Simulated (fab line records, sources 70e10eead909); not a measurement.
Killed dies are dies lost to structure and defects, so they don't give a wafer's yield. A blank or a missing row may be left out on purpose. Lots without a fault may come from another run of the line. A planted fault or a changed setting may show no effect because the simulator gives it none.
Chamber matching | flow nand_harc | NHARC_A_DECK1_JOINT_CMP_13 on cmp-04: 4 sister chambers
The step polishes, target thk 51.023 nm. 14 wafers are shown with their chamber, then 7 later ones without.

WAFERS WITH THEIR CHAMBER
wafer  | chamber | motor_current_A (A) | time_to_endpoint_s (s)
L495.1 | 2       | 10.6                | 10.4
L495.5 | 0       | 14.7                | 14.1
L495.6 | 3       | 11.7                | 7.5
L496.1 | 3       | 11.1                | 8.9
L496.2 | 0       | 14.7                | 11.6
L496.6 | 3       | 11.8                | 8.7
L498.1 | 1       | 13.4                | 13.3
L498.3 | 2       | 11.3                | 11.0
L498.6 | 1       | 13.5                | 9.0
L499.3 | 2       | 10.8                | 9.3
L499.4 | 3       | 11.9                | 6.8
L499.6 | 1       | 14.3                | 8.4
L501.3 | 1       | 13.3                | 10.8
L501.4 | 0       | 14.4                | 11.3

SIGNATURES (means of the wafers above)
reading            | chamber 0 | chamber 1 | chamber 2 | chamber 3 | scatter within a chamber
motor_current_A    | 14.600    | 13.625    | 10.900    | 11.625    | 0.365
time_to_endpoint_s | 12.333    | 10.375    | 10.233    | 7.975     | 1.54
Rule: a wafer's distance from a chamber is the root of the sum, over the readings, of the square of ((its reading less the chamber's mean) divided by the reading's scatter). The wafer belongs to the nearest chamber; if the next one is less than 2 further off, it can't be placed. The scatter: the root of (the sum of the squares of (reading less its chamber's mean) over the shown wafers, divided by (wafers less chambers)).

WAFERS WITHOUT THEIR CHAMBER
wafer  | motor_current_A (A) | time_to_endpoint_s (s)
L501.5 | 13.3                | 11.2
L510.2 | 11.2                | 8.6
L510.4 | 14.9                | 14.3
L510.6 | 15.1                | 12.6
L518.1 | 11.5                | 10.1
L518.3 | 12.1                | 10.8
L518.5 | 11.6                | 7.8

WHICH CHAMBER EACH WENT THROUGH
wafer  | from the rows above          | in truth
L501.5 | 1                            | 1
L510.2 | can't be placed: 3 or 2      | 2
L510.4 | 0                            | 0
L510.6 | 0                            | 0
L518.1 | can't be placed: 3 or 2      | 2
L518.3 | can't be placed: 3 or 2 or 1 | 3
L518.5 | 3                            | 3
Placed correctly: 4 of 7. Can't be placed from these rows: 3 (the true chamber is among the candidates in 3). Placed wrongly: 0.
